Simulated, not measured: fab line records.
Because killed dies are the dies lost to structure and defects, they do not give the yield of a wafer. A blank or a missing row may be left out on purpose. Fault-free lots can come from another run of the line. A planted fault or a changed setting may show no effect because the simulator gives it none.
fab line records ; flow n5Finfet
record lots=4; wafers=12; lastDay=17
route steps=1938 shown MOL_CONTACT_COAG@542 BEOL_M4@1111 PASSIVATION@1936
lots untouched by any fault: they come from a run of this same line in which no faults occurred
startH: hours from the record's first day to the start of the lot's first wafer shown ; waitH: time in hours since the lot's previous step ; " same as the row above ; L1.1+2: a row that stands for several wafers ; - no value, or no start given ; * or withheld: withheld ; < > ~ a bound
route shown NAME@n: NAME is a module with steps in the file, n the number in the route of the first one ; usual: mean/standard deviation taken from wafers without a fault ; same: alike in all rows ; chamber/n: place in a boat ; sites: per-site readings ; _std_site: standard deviation across them ; _edge_site: inner sites' mean taken away from outer sites' mean ; radiusMm: how far each site lies from the wafer's centre ; mask NAME#n: copy n ; behind: tool/chamber where the wafer was last shaped ; hold: why the lot went on hold/how many hours it stayed there/how the hold came to an end ; device: transistor that didn't switch, given as n, p or np ; end of line: at the end of the route, the tests of the same wafers ; a step with no rows: only its recipe ; killed: not the wafer's yield, but the dies lost to structure and defects at the first sort ; map: a wafer's dies, x killed, . not, _ none there
set.NAME: the setting as run; set.NAME@STEP: as run at that earlier step ; model.NAME: the simulator's own value behind a step, which no gauge read
a table for each step, a row for each wafer; lots at some steps of the route
services: a tool's chamber out of use, with start hour (startH, from the record's first day; less than 0 if before it), hours out, and reason
## steps
# step N5_MOL_CONTACT_COAG_PRECLEAN_111
# recipe chemistry=NF3:NH3; afsCycles=1; tempC=30; timeS=20; sublimationTempC=180; sublimationTimeS=60; pressureTorr=3; rfPowerW=30
# step N5_MOL_CONTACT_COAG_TI_SIL_19
# recipe material=Ti; targetThkA=42; tempC=200; chamberPressurePa=5; powerW=5000; timeS=15
# step N5_MOL_CONTACT_COAG_ALD_20
# recipe material=TiN; targetThkA=15; tempC=400; aldPrecursorFamily=TiCl4; aldCoReactant=NH3; pulseTimeS=1; purgeTimeS=3; coReactantPurgeTimeS=2; coReactantPulseTimeS=2; aldCycles=68; pressureTorr=3
# step N5_MOL_CONTACT_COAG_SIL_ANNEAL_21
# recipe tempC=550; timeS=60; ambient=N2
# step N5_MOL_CONTACT_COAG_PRE_CLEAN_141
# recipe gas=H2/He; timeS=60; tempC=300
# step N5_MOL_CONTACT_COAG_SPUTTER_143
# recipe material=Co; targetThkA=25; tempC=25; chamberPressurePa=0.2
# step N5_MOL_CONTACT_COAG_CO_FILL_22
# recipe material=Co; targetThkA=200; tempC=200; precursor=CCTBA/H2; pressureTorr=30
# step N5_MOL_CONTACT_COAG_ANNEAL_113
# recipe tempC=400; timeS=300; ambient=H2/N2
# step N5_MOL_CONTACT_COAG_PRE_CLEAN_142
# recipe gas=H2/He; timeS=60; tempC=300
# step N5_MOL_CONTACT_COAG_SPUTTER_130
# recipe material=Co; targetThkA=475; tempC=25; chamberPressurePa=0.5; powerW=3000
# step N5_MOL_CONTACT_COAG_PRECLEAN_125
# recipe chemistry=DIW; timeS=57.5; tempC=23
# step N5_MOL_CONTACT_COAG_SRD_126
# recipe dryTimeS=32; dry=n2Spin; spinRpm=1500
# step N5_MOL_CONTACT_COAG_CMP_23
# recipe stopOn=SiO2; tOverpolishS=1.5; postCmpClean=cuAlkaline; downForcePsi=2; platenRpm=50.289; padVelocityMS=1.0006; targetThkNm=0
# usual headPressurePsi=2.000/0.0045; motorCurrentA=7.8/0.69; overpolishRunS=1.500/0.0095; padLifeWafers=1155/530; platenRpm=50.29/0.035; timeToEndpointS=9.6/2.5
lot.wafer;tool;chamber;startH;waitH;headPressurePsi;motorCurrentA;overpolishRunS;padLifeWafers;platenRpm;timeToEndpointS;model.SiNx_of_GATE_CUT_SAC_CAP_01.thkNm
L785.4;cmp-02;2;135.49;0.1;2.006;8.3;1.510;619;50.30;13.0;18.2
L785.2;cmp-02;3;135.49;0.1;1.992;8.4;1.501;620;50.28;12.7;18.2
L785.6;cmp-02;1;135.49;0.1;1.996;7.3;1.515;-;50.32;9.2;18.2
L793.4;cmp-02;0;188.27;0.0;1.308;6.5;1.511;1032;50.22;15.1;19.2
L793.6;cmp-02;0;188.27;0.0;1.314;6.4;1.511;-;50.28;14.5;19
L793.5;cmp-02;1;188.27;0.0;1.326;6.1;1.500;-;50.22;10.1;19.2
L794.3;cmp-02;1;193.97;0.0;1.325;6.5;1.494;1068;50.28;12.3;19
L794.2;cmp-02;2;193.97;0.0;1.326;7.0;1.510;1069;50.31;15.6;19.2
L794.4;cmp-02;3;193.97;0.0;1.316;7.0;1.492;1070;50.23;15.1;19
L801.3;cmp-04;0;235.09;0.0;2.005;7.5;1.490;768;50.32;7.9;18.4
L801.4;cmp-04;3;235.09;0.0;1.999;7.7;1.497;771;50.27;11.0;18.4
L801.5;cmp-04;0;235.09;0.0;1.996;7.3;1.496;-;50.31;7.9;18.2
# step N5_MOL_CONTACT_COAG_WET_ETCH_26
# recipe target=Co; targetDepthNm=13
# step N5_MOL_CONTACT_COAG_WET_ETCH_116
# recipe chemistry=SC1-inhibited; targetDepthNm=4.6; dry=ipaMarangoni; rinseTimeS=30; rinseTempC=23
# step N5_MOL_CONTACT_COAG_ALD_27
# recipe material=SiOC; targetThkA=170; tempC=400; aldPrecursorFamily=carbosiloxane; aldCoReactant=H2-plasma; pulseTimeS=1.5; timeS=2720; purgeTimeS=2; coReactantPurgeTimeS=2; aldCycles=340; pressureTorr=2
# step N5_MOL_CONTACT_COAG_CMP_28
# recipe stopOn=SiNx; tOverpolishS=0.85; postCmpClean=alkalineBrush; downForcePsi=4.15; platenRpm=51.8; padVelocityMS=1.0307; targetThkNm=14.522
# usual headPressurePsi=4.149/0.0082; motorCurrentA=12.0/1; padLifeWafers=1092/550; platenRpm=51.81/0.037; timeToEndpointS=5.0/2.2
lot.wafer;tool;chamber;startH;waitH;headPressurePsi;motorCurrentA;padLifeWafers;platenRpm;timeToEndpointS;model.SiNx_of_GATE_CUT_SAC_CAP_01.thkNm
L785.4;cmp-02;3;137.84;0.8;4.148;13.8;630;51.87;7.1;17.8
L785.2;cmp-02;1;137.84;0.8;4.151;11.2;632;51.80;5.4;17.8
L785.6;cmp-02;3;137.84;0.8;4.146;13.1;-;51.83;7.6;18
L793.4;cmp-02;2;191.97;0.8;4.145;13.0;1050;51.79;7.0;18.8
L793.5;cmp-02;2;191.97;0.8;4.156;12.9;-;51.78;4.5;18.8
L793.6;cmp-02;3;191.97;0.8;4.132;12.7;-;51.80;3.6;18.6
L794.4;cmp-02;2;196.40;0.8;4.143;12.8;1099;51.82;8.1;18.6
L794.2;cmp-02;3;196.40;0.8;4.147;12.8;1100;51.86;5.5;18.8
L794.3;cmp-02;0;196.40;0.8;4.160;11.4;1101;51.80;5.3;18.6
L801.3;cmp-04;0;237.55;0.9;4.155;11.9;794;51.74;0.0;18.2
L801.4;cmp-04;1;237.55;0.9;4.147;9.3;795;51.81;0.1;18
L801.5;cmp-04;2;237.55;0.9;4.160;12.0;-;51.77;2.7;17.8
# step N5_MOL_CONTACT_COAG_THK_MEAS_29
# recipe reads=SiNx_of_GATE_CUT_PECVD_57+SiNx_of_GATE_CUT_SAC_CAP_01
# usual MD_CAP_THK=17.93/0.093
lot.wafer;tool;chamber;startH;waitH;MD_CAP_THK[nm]
L785.2;filmMetro-01;-;138.13;-;17.85
L785.4;filmMetro-01;-;138.13;-;17.81
L785.6;filmMetro-01;-;138.13;-;17.91
L793.4;filmMetro-01;-;192.27;-;18.76
L793.5;filmMetro-01;-;192.27;-;18.80
L793.6;filmMetro-01;-;192.27;-;18.69
L794.2;filmMetro-02;-;196.65;-;18.79
L794.3;filmMetro-02;-;196.65;-;18.61
L794.4;filmMetro-02;-;196.65;-;18.54
L801.3;filmMetro-02;-;237.77;-;18.10
L801.4;filmMetro-02;-;237.77;-;17.98
L801.5;filmMetro-02;-;237.77;-;17.92
# step N5_MOL_CONTACT_COAG_ALD_123
# recipe material=SiNx; targetThkA=50; tempC=400; aldPrecursorFamily=SiH2I2; aldCoReactant=N2/H2-plasma; pulseTimeS=1; purgeTimeS=2; coReactantPurgeTimeS=2; aldCycles=100; pressureTorr=2
# step N5_MOL_CONTACT_COAG_PECVD_31
# recipe material=SiO2; targetThkA=460; tempC=400; precursor=TEOS/O2; pressureTorr=6.5; rfW=withheld; teosFlowSccm=withheld; gas=O2; flowSccm=2650; timeS=8.9
# step N5_MOL_CONTACT_COAG_COAT_75
# recipe resist=SOC; tempC=250; timeS=60; spinRpm=1500; resistThkNm=60
# step N5_MOL_CONTACT_COAG_COAT_76
# recipe resist=SiARC; tempC=220; timeS=60; spinRpm=1500; resistThkNm=10
# step N5_MOL_CONTACT_COAG_COAT_77
# recipe resist=underlayer; tempC=205; timeS=60; spinRpm=1500; resistThkNm=10
# step N5_MOL_CONTACT_COAG_COAT_78
# recipe resist=CAR-EUV; spinRpm=1500; resistThkNm=40
# step N5_MOL_CONTACT_COAG_EBR_80
# recipe solvent=PGMEA; ebrWidthMm=1.5
# step N5_MOL_CONTACT_COAG_SOFTBAKE_79
# recipe tempC=110; timeS=60; resist=CAR-EUV
# step N5_MOL_CONTACT_COAG_EXPOSE_81
# recipe maskId=VG; na=0.33; sourceShape=annular; sigmaInner=0.3; sigmaOuter=0.7; polarization=unpolarized; defocusNm=0; doseMj=59.5
# step N5_MOL_CONTACT_COAG_PEB_82
# recipe pebTempC=100; pebTimeS=60; resist=CAR-EUV
# step N5_MOL_CONTACT_COAG_DEVELOP_83
# recipe developTimeS=30; developer=TMAH; resist=CAR-EUV; rinseLiquid=surfactantRinse; dry=airSpin; devTempC=23
# step N5_MOL_CONTACT_COAG_DESCUM_88
# recipe chemistry=O2; timeS=7; sourcePowerW=50; biasPowerW=20; pressureMtorr=20; rfFrequencyHz=2.712e+07; tempC=40; resist=CAR-EUV; o2FlowSccm=225
# step N5_MOL_CONTACT_COAG_ETCH_89
# recipe chemistry=N2/H2; target=underlayer; targetDepthA=130; maskMaterial=CAR-EUV; timeS=10.4; ionEnergyEv=200; pressureMtorr=30; sourceW=840; biasW=150; n2FlowSccm=200; h2FlowSccm=200; ends=cleared
# step N5_MOL_CONTACT_COAG_ETCH_90
# recipe chemistry=CF4; target=SiARC; targetDepthA=130; maskMaterial=CAR-EUV; timeS=21.7; ionEnergyEv=80; pressureMtorr=40; sourceW=545; biasW=36; Ar_flow_sccm=100; cf4FlowSccm=100; ends=cleared
# step N5_MOL_CONTACT_COAG_ALD_131
# recipe material=SiO2; targetThkA=50; tempC=100; aldPrecursorFamily=BDEAS; aldCoReactant=O2-plasma; pulseTimeS=1; coReactantPulseTimeS=1; purgeTimeS=2; coReactantPurgeTimeS=2; aldCycles=35; pressureTorr=2
# step N5_MOL_CONTACT_COAG_ETCHBACK_132
# recipe chemistry=CHF3; target=SiO2; targetDepthA=100; timeS=6.7; ionEnergyEv=200; pressureMtorr=30; sourceW=610; biasW=170; Ar_flow_sccm=200; CHF3_flow_sccm=50
# step N5_MOL_CONTACT_COAG_ETCH_91
# recipe chemistry=N2/H2; target=SOC; targetDepthA=600; overetchA=210; maskMaterial=SiARC; tempC=40; timeS=101.2; ionEnergyEv=200; pressureMtorr=30; sourceW=840; biasW=150; n2FlowSccm=200; h2FlowSccm=200
# step N5_MOL_CONTACT_COAG_STRIP_92
# recipe chemistry=N2/H2; tempC=40; n2FlowSccm=200; h2FlowSccm=200; rfFrequencyHz=6e+07
# step N5_MOL_CONTACT_COAG_STRIP_93
# recipe chemistry=N2/H2; tempC=40; n2FlowSccm=200; h2FlowSccm=200; rfFrequencyHz=6e+07
# step N5_MOL_CONTACT_COAG_ETCH_47
# recipe chemistry=CH3F/O2; target=SiNx; targetDepthA=270; maskMaterial=SiO2; stopOn=W; overEtchFrac=0.2; ionEnergyEv=120; endpoint=OES-CN; pressureMtorr=30; sourceW=395; biasW=73; Ar_flow_sccm=150; CH3F_flow_sccm=30; O2_flow_sccm=20; ends=endPoint
# usual drypumpMotorCurrentA=5.6/0.53; etchRfOnTimeS=31.2/0.4; oes_o_777_au=0.77/0.072; oesProductAu=0.69/0.068; rfVppV=301/4.6; showerheadPlenumPTorr=2.03/0.059; throttleValvePct=16.44/0.23
lot.wafer;tool;chamber;startH;waitH;drypumpMotorCurrentA;etchRfOnTimeS;oes_o_777_au;oesProductAu;rfHoursCounterH;rfVppV;showerheadPlenumPTorr;throttleValvePct;model.etch.tClearS;model.MOL_CONTACT_COAG.featureDepthNm;model.etch.depthNm
L785.2;rieDiel-05;1;140.56;0.0;5.7;31.1;0.80;0.73;82;310;2.10;16.42;25.92;18.4;17.85
L785.4;rieDiel-05;3;140.56;0.0;5.7;31.1;0.85;0.78;35;298;2.12;15.97;25.87;18.4;17.81
L785.6;rieDiel-05;0;140.56;0.0;6.6;31.6;0.69;0.61;-;299;1.99;16.37;26.31;18.4;17.91
L793.4;rieDiel-06;0;194.32;0.0;4.9;32.4;0.85;0.75;52;301;1.94;16.26;27.01;19.4;18.75
L793.5;rieDiel-06;3;194.32;0.0;5.8;32.8;0.73;0.65;-;296;1.98;16.56;27.3;19.4;18.79
L793.6;rieDiel-06;0;194.32;0.0;4.9;32.1;0.85;0.75;-;302;1.94;16.27;26.73;19.2;18.65
L794.2;rieDiel-05;1;199.27;0.0;5.8;33.1;0.77;0.70;104;308;2.09;16.47;27.59;19.4;18.76
L794.3;rieDiel-05;0;199.27;0.0;6.6;32.5;0.68;0.60;245;301;1.98;16.41;27.07;19.2;18.63
L794.4;rieDiel-05;2;199.27;0.0;5.1;32.6;0.69;0.62;225;306;2.07;16.75;27.21;19.2;18.59
L801.3;rieDiel-05;1;240.34;0.0;5.7;31.7;0.76;0.69;121;309;2.09;16.49;26.44;18.6;18.1
L801.4;rieDiel-05;3;240.34;0.0;5.7;31.0;0.79;0.74;74;297;2.10;16.04;25.85;18.6;18.01
L801.5;rieDiel-05;2;240.34;0.0;5.1;31.2;0.68;0.61;-;306;2.07;16.77;26;18.4;17.88
# step N5_BEOL_M4_RC_MEAS_101
# usual DIBL_N=35.8/1.6; DIBL_P=36.0/2.1; IOFF_N=0.153/0.026; IOFF_P=0.21/0.037; ION_N=673/11; ION_P=462/7.6; SS_N=71.4/0.53; SS_P=73.2/0.67; VT_N=250/3.2; VT_P=-250/3.7
lot.wafer;tool;chamber;startH;waitH;DIBL_N[mV/V];DIBL_P[mV/V];IOFF_N[nA/um];IOFF_P[nA/um];ION_N[uA/um];ION_P[uA/um];SS_N[mV/dec];SS_P[mV/dec];VT_N[mV];VT_P[mV]
L785.2;prober-01;0;207.93;0.2;34.9;34.4;0.124;0.17;665;462;70.3;73.4;255;-252
L785.4;prober-01;0;207.93;0.2;35.6;35.0;0.137;0.19;671;461;70.3;72.8;249;-252
L785.6;prober-01;0;207.93;0.2;35.6;35.2;0.147;0.18;670;456;71.3;72.8;251;-253
L793.4;prober-01;0;269.09;0.5;34.7;34.5;0.133;0.19;666;459;71.5;72.3;257;-252
L793.5;prober-01;0;269.09;0.5;34.2;34.7;0.123;0.19;672;464;71.8;72.3;256;-249
L793.6;prober-01;0;269.09;0.5;35.7;36.5;0.150;0.22;663;470;71.8;73.2;253;-250
L794.2;prober-02;0;269.44;0.2;37.0;35.1;0.148;0.20;672;463;71.8;72.9;253;-249
L794.3;prober-02;0;269.44;0.2;37.1;35.6;0.150;0.21;667;461;71.5;73.4;250;-252
L794.4;prober-02;0;269.44;0.2;36.5;35.2;0.145;0.20;675;463;71.8;73.5;251;-249
L801.3;prober-01;0;306.44;0.3;36.8;34.1;0.152;0.18;670;456;71.5;73.1;252;-255
L801.4;prober-01;0;306.44;0.3;36.2;35.0;0.149;0.20;674;455;71.8;73.4;251;-254
L801.5;prober-01;0;306.44;0.3;35.1;33.0;0.130;0.17;664;455;71.4;73.3;253;-254
# step N5_PASSIVATION_PROBE_49
# usual defectLimitedYield=91.3/1.5; killed_at_M0_to_M3=33/12; killed_at_M4_up=13/5.2; killedAtContacts=13/6.7; killedAtFrontEnd=40/11; killedAtOther=4.1/2.7; killedDies=103/17; killedOnRim=14/4.2; killedOpen=69/13; killedShort=33/8.4; sort_bin_5_function=5.1/1; sort_bin_6_memory=3.2/0.62; sort_bin_8_speed=0.00/0.014; sortNPass=1077/17
# same grossDies=1180; killedAtBackSide=0; sort_bin_4_leakage[%]=0
lot.wafer;tool;chamber;startH;waitH;defectLimitedYield[%];killed_at_M0_to_M3;killed_at_M4_up;killedAtContacts;killedAtFrontEnd;killedAtOther;killedDies;killedOnRim;killedOpen;killedShort;sort_bin_5_function[%];sort_bin_6_memory[%];sort_bin_8_speed[%];sortNPass
L785.2;prober-01;-;316.71;0.1;91.9;29;16;15;33;3;96;20;55;41;4.3;3.5;0;1084
L785.4;prober-01;-;316.81;0.2;92.2;24;15;18;28;7;92;9;65;26;5.0;2.5;0;1088
L785.6;prober-01;-;316.91;0.3;89.9;49;15;19;31;5;119;13;84;35;6.8;3.3;0;1061
L794.2;prober-02;-;382.43;0.1;89.7;52;13;7;45;4;121;21;79;40;5.8;4.0;0;1059
L794.3;prober-02;-;382.48;0.1;88.7;58;9;9;54;3;133;13;87;44;6.4;4.4;0;1047
L794.4;prober-02;-;382.53;0.2;87.0;76;9;7;56;5;153;16;94;56;8.0;4.8;0;1027
# killed by level:class
L785.2 MOL_CONTACT_COAG:geometricParticle:open=11 BEOL_M0_SAQP:geometricParticle:short=10 FIN_SAQP:geometricParticle:open=7 BEOL_M4:geometricParticle:short=6 BEOL_M1:geometricParticle:open=5 BEOL_M2:geometricParticle:open=5 BEOL_M7:geometricParticle:open=5 FIN_SAQP:geometricParticle:short=4
L785.4 MOL_CONTACT_COAG:geometricParticle:open=15 STI_FIN_REVEAL:geometricParticle:open=10 BEOL_M4:geometricParticle:short=7 BEOL_M1:geometricParticle:open=5 BEOL_M2:geometricParticle:open=5 BEOL_M0_SAQP:geometricParticle:short=4 MIM_TOP_ETCH:geometricParticle:open=4 STARTING-WAFER:geometricParticle:open=4
L785.6 MOL_CONTACT_COAG:geometricParticle:open=17 BEOL_M1:geometricParticle:open=15 BEOL_M0_SAQP:geometricParticle:short=9 BEOL_M4:geometricParticle:open=8 STI_FIN_REVEAL:geometricParticle:open=7 BEOL_M3:geometricParticle:open=7 BEOL_M2:geometricParticle:open=6 BEOL_M0_SAQP:geometricParticle:open=6
L794.2 BEOL_M0_SAQP:geometricParticle:open=18 STI_FIN_REVEAL:geometricParticle:open=12 BEOL_M2:geometricParticle:open=8 BEOL_M0_SAQP:geometricParticle:short=6 BEOL_M3:geometricParticle:open=6 MOL_CONTACT_COAG:geometricParticle:short=5 STARTING-WAFER:geometricParticle:open=5 STI_FIN_REVEAL:geometricParticle:short=4
L794.3 BEOL_M0_SAQP:geometricParticle:open=16 BEOL_M0_SAQP:geometricParticle:short=14 FIN_SAQP:geometricParticle:short=12 FIN_SAQP:geometricParticle:open=11 BEOL_M3:geometricParticle:open=10 BEOL_M0:geometricParticle:open=7 STI_FIN_REVEAL:geometricParticle:open=7 MOL_CONTACT_COAG:geometricParticle:open=7
L794.4 BEOL_M0_SAQP:geometricParticle:short=27 BEOL_M0_SAQP:geometricParticle:open=18 STI_FIN_REVEAL:geometricParticle:open=15 FIN_SAQP:geometricParticle:short=10 BEOL_M3:geometricParticle:open=9 BEOL_M1:geometricParticle:open=8 DUMMY_GATE:geometricParticle:open=8 FIN_SAQP:geometricParticle:open=7
## services
tool;chamber;startH;hours;kind
rieDiel-06;1;116.06;7.0;repair
cmp-04;-;123.56;6.0;pm
cmp-02;-;136.75;1.0;repair
cmp-04;-;141.83;4.0;pm
cmp-04;-;145.83;-;consumableReplace:conditioner
cmp-04;-;145.83;-;consumableReplace:pad
cmp-02;-;157.28;1.2;repair
cmp-02;-;166.88;3.1;repair
rieDiel-05;1;208.51;1.2;repair
rieDiel-05;0;212.49;-;clean
rieDiel-05;0;212.49;-;consumableReplace:focusRing
rieDiel-05;0;212.49;26.6;scheduledDown
rieDiel-05;0;212.49;26.6;ventCycle
rieDiel-06;-;229.49;2.8;pm
## key
firstSign step=N5_MOL_CONTACT_COAG_CMP_23; reading=headPressurePsi; direction=down; sigmas=99+; usual=2.000; struck=1.319
effect step=N5_MOL_CONTACT_COAG_CMP_23; reading=motorCurrentA; direction=down; sigmas=1.8; usual=7.8; struck=6.6; wafersMoved=2
effect step=N5_MOL_CONTACT_COAG_THK_MEAS_29; reading=MD_CAP_THK; direction=up; sigmas=8.3; usual=17.93; struck=18.70
effect step=N5_MOL_CONTACT_COAG_ETCH_47; reading=etchRfOnTimeS; direction=up; sigmas=3.3; usual=*; struck=*
modelEffect step=N5_MOL_CONTACT_COAG_CMP_23; value=SiNx_of_GATE_CUT_SAC_CAP_01.thkNm; without=18.3; struck=19.1
modelEffect step=N5_MOL_CONTACT_COAG_CMP_28; value=SiNx_of_GATE_CUT_SAC_CAP_01.thkNm; without=18; struck=18.7
modelEffect step=N5_MOL_CONTACT_COAG_ETCH_47; value=etch.tClearS; without=26.14; struck=27.15
metAt N5_MOL_CONTACT_COAG_CMP_23
struckWafers L793.4,L793.5,L793.6,L794.2,L794.3,L794.4
onsetBetween 135.49 188.27
fault kind=processParameterDrift; tool=cmp-02; chamber=-; onsetH=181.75; steps=N5_MOL_CONTACT_COAG_CMP_23; channel=downForcePsi; offset=-0.68295; shape=step; endH=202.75; actsIn=theseRecipesOnly; stated=2
